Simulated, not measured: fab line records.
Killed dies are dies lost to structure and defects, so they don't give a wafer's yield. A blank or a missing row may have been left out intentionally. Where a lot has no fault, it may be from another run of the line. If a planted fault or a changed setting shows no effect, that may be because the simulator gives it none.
Chamber matching / flow n5Finfet / N5_STI_FIN_REVEAL_STRIP_24 on rieDiel-04 has 4 sister chambers
The step strips in N2/H2, time 90 s. 4 wafers are shown with their chamber, then 12 later ones without.

WAFERS, EACH WITH ITS CHAMBER
wafer=L084.5; chamber=1; showerheadPlenumPTorr (Torr)=3.48
wafer=L087.1; chamber=0; showerheadPlenumPTorr (Torr)=3.49
wafer=L087.2; chamber=2; showerheadPlenumPTorr (Torr)=3.39
wafer=L087.3; chamber=3; showerheadPlenumPTorr (Torr)=3.38

WAFERS WITHOUT THEIR CHAMBER
wafer=L089.1; showerheadPlenumPTorr (Torr)=3.38
wafer=L089.3; showerheadPlenumPTorr (Torr)=3.49
wafer=L089.6; showerheadPlenumPTorr (Torr)=3.39
wafer=L090.3; showerheadPlenumPTorr (Torr)=3.37
wafer=L090.4; showerheadPlenumPTorr (Torr)=3.49
wafer=L090.6; showerheadPlenumPTorr (Torr)=3.47
wafer=L095.1; showerheadPlenumPTorr (Torr)=3.37
wafer=L095.4; showerheadPlenumPTorr (Torr)=3.47
wafer=L095.5; showerheadPlenumPTorr (Torr)=3.48
wafer=L097.2; showerheadPlenumPTorr (Torr)=3.46
wafer=L097.3; showerheadPlenumPTorr (Torr)=3.38
wafer=L097.6; showerheadPlenumPTorr (Torr)=3.46

CHAMBER TAKEN BY EACH
wafer=L089.1; from the rows above=can't be placed: 3 or 2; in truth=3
wafer=L089.3; from the rows above=can't be placed: 0 or 1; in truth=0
wafer=L089.6; from the rows above=can't be placed: 2 or 3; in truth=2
wafer=L090.3; from the rows above=can't be placed: 3 or 2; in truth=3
wafer=L090.4; from the rows above=can't be placed: 0 or 1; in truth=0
wafer=L090.6; from the rows above=can't be placed: 1 or 0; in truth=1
wafer=L095.1; from the rows above=can't be placed: 3 or 2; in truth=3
wafer=L095.4; from the rows above=can't be placed: 1 or 0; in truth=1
wafer=L095.5; from the rows above=can't be placed: 1 or 0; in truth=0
wafer=L097.2; from the rows above=can't be placed: 1 or 0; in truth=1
wafer=L097.3; from the rows above=can't be placed: 3 or 2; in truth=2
wafer=L097.6; from the rows above=can't be placed: 1 or 0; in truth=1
Correct placement for 0 of the 12. Can't be placed from these rows: 12 (the true chamber is among the candidates in 12). 0 placed wrongly.
How it was worked out, from the rows above alone: a wafer's distance from a chamber is the root of the sum, over the readings, of the square of ((its reading less the chamber's mean) divided by the reading's scatter). The wafer belongs to the nearest chamber; if the next one is less than 2 further off, it can't be placed. For every chamber, the mean is computed from those of its wafers that are shown. The scatter (one wafer shown for each chamber): square how far every hidden wafer sits from the nearest shown wafer, average those squares and take the square root.
